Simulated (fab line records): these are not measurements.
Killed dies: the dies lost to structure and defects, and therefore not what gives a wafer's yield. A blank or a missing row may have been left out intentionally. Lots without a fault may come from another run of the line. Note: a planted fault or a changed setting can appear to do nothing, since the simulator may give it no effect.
A struck lot beside a sound one | flow nand harc | 39 out of 1159 route steps
Sound: wafers L998.1, L998.2, L998.6. The struck wafers were L103.2, L103.3, L103.5. The cause comes at the end.
Each step with rows lists, per side, the tool, then ch with its chambers, then its first start. Under that, the readings that differ: sound wafers | struck wafers | difference of the means | sigmas: that difference in standard deviations of wafers without a fault.
alike: readings whose means differ by less than 2 such deviations, and words and numbers that are the same on both sides. not compared: withheld readings, readings that some wafer has no value for, bounds like >300 that may hide the same value, and numbers for which the record gives no deviation and whose values overlap.
A row with sigmas, a row that says differs or no value, or rows on one side alone: a step with any of these is where the two part. When numbers do not overlap yet have no deviation, they are printed without sigmas and do not part them. A reading missing from all wafers of one side parts the sides only when that side holds two or more wafers.

NHARC_A_M0_CD_MEAS_09: the cd target is 80 nm.
  sound on cd sem-02 ch 0, day 19 00:49; struck on cd sem-01 ch 0, day 20 16:58
  alike: cd nm
NHARC_A_M0_OVL_MEAS_10: pitch 160 nm.
  sound: overlay-02 at day 19 00:54; struck: overlay-01 at day 20 17:04
  alike: overlay x nm, overlay y nm
NHARC_A_M0_INSPECT_11:
  sound: defect inspect-02 at day 19 00:56; struck: defect inspect-02 at day 20 17:06
  alike: raw defect count
then, 1 step without rows for these wafers: NHARC_A_M0_DESCUM_14 (chemistry O2, time 3 s).
NHARC_A_M0_ETCH_34: etches the open film in N2/H2, target depth 40 nm, overetch 12 nm, time 43.94 s.
  sound on rie diel-07 ch 0,2,3, day 19 01:05; struck on rie diel-09 ch 0,1,3, day 20 17:15
  alike: drypump motor current A, h2 flow sccm, mfc ar sccm, oes product au, rf vpp V, showerhead plenum p Torr, throttle valve pct
  not compared: rf hours counter h
then, 1 step without rows for these wafers: NHARC_A_M0_ETCH_15 (etches the open film in C4F8/Ar, target depth 150 nm, overetch 15 nm, time 82.5 s).
NHARC_A_M0_CD_MEAS_16:
  sound: cd sem-03 at day 19 01:17; struck: cd sem-01 at day 20 17:28
  alike: cd nm
NHARC_A_M0_STRIP_18: strips in N2/H2.
  sound on rie diel-06 ch 0,2,3, day 19 01:25; struck on rie diel-07 ch 0,1,3, day 20 17:33
  alike: drypump motor current A, h2 flow sccm, mfc ar sccm, oes product au, rf vpp V, showerhead plenum p Torr, throttle valve pct
  not compared: rf hours counter h
then, 2 steps without rows for these wafers: NHARC_A_M0_STRIP_19 (strips in post etch residue remover, time 600 s); NHARC_A_M0_DEGAS_28 (time 60 s).
NHARC_A_M0_PRE_CLEAN_29: time 30 s.
  sound on pvd sputter-03; struck on pvd sputter-01
  alike: heater power w
NHARC_A_M0_PVD_20: deposits TaN, target thk 5 nm, time 8.06 s.
  sound on pvd sputter-03; struck on pvd sputter-01
  alike: throttle valve pct
NHARC_A_M0_PVD_21: deposits Cu, target thk 30 nm, time 20.49 s.
  sound: pvd sputter-03 at day 19 02:12; struck: pvd sputter-01 at day 20 18:19
  alike: throttle valve pct
then, 16 steps without rows for these wafers: NHARC_A_M0_ECD_22 (material Cu, target thk 400 nm); NHARC_A_M0_ANNEAL_30 (time 90 s); NHARC_A_M0_CMP_23 (polishes, t overpolish 20 s, target thk 113.75 nm); NHARC_A_M0_SRD_25; NHARC_A_M0_PRE_CLEAN_31 (time 12 s); NHARC_A_M0_DEP_32 (deposits SiCN, target thk 30 nm); NHARC_A_M1_DEP_00 (deposits SiOC, target thk 182.5 nm); NHARC_A_M1_DEHYDRATE_01 (time 120 s); NHARC_A_M1_HMDS_02 (time 30 s); NHARC_A_M1_COAT_34 (time 65 s); NHARC_A_M1_COAT_03 (resist thk 90 nm); NHARC_A_M1_SOFTBAKE_04 (time 55 s); NHARC_A_M1_EBR_05; NHARC_A_M1_EXPOSE_06 (exposes mask A M1, target cd 120 nm); NHARC_A_M1_PEB_07 (peb time 65 s); NHARC_A_M1_DEVELOP_08 (develop time 35 s).
NHARC_A_M1_CD_MEAS_09: the cd target is 120 nm.
  sound on cd sem-02 ch 0, day 19 04:50; struck on cd sem-01 ch 0, day 20 20:58
  alike: cd nm
NHARC_A_M1_OVL_MEAS_10: pitch 240 nm.
  sound: overlay-02 at day 19 04:55; struck: overlay-01 at day 20 21:03
  alike: overlay x nm, overlay y nm
NHARC_A_M1_DESCUM_14: chemistry O2, time 3 s.
  sound on rie diel-03 ch 2,3, day 19 05:01; struck on rie diel-03 ch 0,1,2, day 20 21:10
  alike: drypump motor current A, mfc ar sccm, oes product au, rf vpp V, showerhead plenum p Torr, throttle valve pct
  not compared: rf hours counter h
then, 2 steps without rows for these wafers: NHARC_A_M1_ETCH_35 (etches the open film in N2/H2, target depth 40 nm, overetch 12 nm, time 43.94 s); NHARC_A_M1_ETCH_15 (etches the open film in C4F8/Ar, target depth 182.5 nm, time 91.2 s).
NHARC_A_M1_CD_MEAS_16:
  sound: cd sem-01 at day 19 05:19; struck: cd sem-02 at day 20 21:27
  alike: cd nm
then, 3 steps without rows for these wafers: NHARC_A_M1_STRIP_18 (strips in N2/H2); NHARC_A_M1_ETCH_28 (etches the open film in CF4/N2, target depth 30 nm, time 72.99 s); NHARC_A_M1_STRIP_19 (strips in post etch residue remover, time 600 s).
NHARC_END_SORT_01:
  sound on prober-02 ch 0, day 21 01:15; struck on prober-02 ch 0, day 22 09:29
  reading         | sound    | struck     | difference | sigmas
  killed at array | 33 32 20 | 116 90 96  | +72        | +7
  killed dies     | 36 36 24 | 119 96 100 | +73        | +6
  alike: killed at other, killed at periphery, killed open, killed short

== WHERE THEY PART ==
Within this record, at NHARC_END_SORT_01 only.

WHY: the cause the simulator had injected
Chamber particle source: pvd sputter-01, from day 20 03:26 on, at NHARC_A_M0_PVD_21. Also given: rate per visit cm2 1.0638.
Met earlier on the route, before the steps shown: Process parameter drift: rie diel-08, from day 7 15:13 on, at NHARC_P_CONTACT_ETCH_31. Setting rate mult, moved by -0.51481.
